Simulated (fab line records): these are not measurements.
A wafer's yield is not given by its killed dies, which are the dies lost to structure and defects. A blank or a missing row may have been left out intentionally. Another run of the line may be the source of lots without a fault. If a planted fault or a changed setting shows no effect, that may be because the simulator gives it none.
Matching of chambers / flow n5 finfet / 4 sister chambers for N5_HKMG_FIN_ALD_74 on ald hk-02
The step deposits La2O3, target thk 0.5 nm, pulse time 6 s, co reactant pulse time 1 s. 8 wafers are shown with their chamber, then 7 later ones without.

WAFERS, EACH WITH ITS CHAMBER
wafer=L075.4; chamber=3; heater power w (W)=419; heater power outer w (W)=191
wafer=L081.6; chamber=3; heater power w (W)=416; heater power outer w (W)=200
wafer=L082.3; chamber=2; heater power w (W)=379; heater power outer w (W)=197
wafer=L086.1; chamber=0; heater power w (W)=289; heater power outer w (W)=150
wafer=L086.4; chamber=1; heater power w (W)=359; heater power outer w (W)=195
wafer=L086.5; chamber=0; heater power w (W)=292; heater power outer w (W)=150
wafer=L089.2; chamber=1; heater power w (W)=359; heater power outer w (W)=196
wafer=L089.3; chamber=2; heater power w (W)=380; heater power outer w (W)=198

WAFERS WITH NO CHAMBER GIVEN
wafer=L089.5; heater power w (W)=358; heater power outer w (W)=192
wafer=L091.1; heater power w (W)=351; heater power outer w (W)=200
wafer=L091.4; heater power w (W)=287; heater power outer w (W)=152
wafer=L091.6; heater power w (W)=374; heater power outer w (W)=199
wafer=L092.2; heater power w (W)=353; heater power outer w (W)=202
wafer=L092.3; heater power w (W)=414; heater power outer w (W)=198
wafer=L092.6; heater power w (W)=388; heater power outer w (W)=200

WHICH CHAMBER EACH ONE RAN IN
wafer=L089.5; from the rows above=1; in truth=1
wafer=L091.1; from the rows above=1; in truth=1
wafer=L091.4; from the rows above=0; in truth=0
wafer=L091.6; from the rows above=2; in truth=2
wafer=L092.2; from the rows above=1; in truth=1
wafer=L092.3; from the rows above=3; in truth=3
wafer=L092.6; from the rows above=2; in truth=2
7 of 7 placed correctly. Left unplaced by these rows: 0. Placed wrongly: 0.
How it was worked out, from the rows above alone: a wafer's distance from a chamber is the root of the sum, over the readings, of the square of ((its reading less the chamber's mean) divided by the reading's scatter). The wafer belongs to the nearest chamber; if the next one is less than 2 further off, it can't be placed. A chamber's mean is the mean of its shown wafers. The scatter is the square root of a quotient: the sum, over the shown wafers, of each reading's squared deviation from its chamber's mean, divided by wafers minus chambers.
